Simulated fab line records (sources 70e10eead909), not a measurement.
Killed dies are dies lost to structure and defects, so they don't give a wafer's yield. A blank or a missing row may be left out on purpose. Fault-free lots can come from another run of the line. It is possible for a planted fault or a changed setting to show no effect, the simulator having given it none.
Chamber matching :: flow nand_harc :: NHARC_P_BONDPAD_CMP_19 on cmp-03: 4 sister chambers
The step polishes, t overpolish 30 s, cu recess touch 16 s, target thk 160.81 nm. 4 wafers are shown with their chamber, then 11 later ones without.

WAFERS PAIRED WITH THEIR CHAMBERS
wafer: L083.6
chamber: 2
motor_current_A (A): 11.2

wafer: L086.6
chamber: 0
motor_current_A (A): 11.7

wafer: L085.6
chamber: 3
motor_current_A (A): 11.2

wafer: L088.1
chamber: 1
motor_current_A (A): 9.5

WAFERS WITH NO CHAMBER GIVEN
wafer: L088.3
motor_current_A (A): 12.1

wafer: L088.6
motor_current_A (A): 12.2

wafer: L090.1
motor_current_A (A): 9.6

wafer: L090.3
motor_current_A (A): 11.8

wafer: L090.5
motor_current_A (A): 11.7

wafer: L092.3
motor_current_A (A): 9.4

wafer: L092.4
motor_current_A (A): 12.0

wafer: L092.6
motor_current_A (A): 9.4

wafer: L095.1
motor_current_A (A): 11.6

wafer: L095.4
motor_current_A (A): 11.7

wafer: L095.5
motor_current_A (A): 12.2

EACH ONE'S CHAMBER
wafer: L088.3
from the rows above: can't be placed: 0 or 2 or 3
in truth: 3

wafer: L088.6
from the rows above: can't be placed: 0 or 2 or 3
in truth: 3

wafer: L090.1
from the rows above: 1
in truth: 1

wafer: L090.3
from the rows above: can't be placed: 0 or 2 or 3
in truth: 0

wafer: L090.5
from the rows above: can't be placed: 0 or 2 or 3
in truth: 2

wafer: L092.3
from the rows above: 1
in truth: 1

wafer: L092.4
from the rows above: can't be placed: 0 or 2 or 3
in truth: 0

wafer: L092.6
from the rows above: 1
in truth: 1

wafer: L095.1
from the rows above: can't be placed: 0 or 2 or 3
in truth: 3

wafer: L095.4
from the rows above: can't be placed: 0 or 2 or 3
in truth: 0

wafer: L095.5
from the rows above: can't be placed: 0 or 2 or 3
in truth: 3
3 of 11 placed correctly. From these rows, 8 cannot be placed; in 8 the true chamber is one of the candidates. Wrongly placed: 0.
How it was worked out, from the rows above alone: a wafer's distance from a chamber is the root of the sum, over the readings, of the square of ((its reading less the chamber's mean) divided by the reading's scatter). The wafer belongs to the nearest chamber; if the next one is less than 2 further off, it can't be placed. Each chamber's mean is taken over the wafers shown for it. The scatter: root of mean squared gap, hidden wafer to nearest shown wafer, with one shown wafer a chamber.
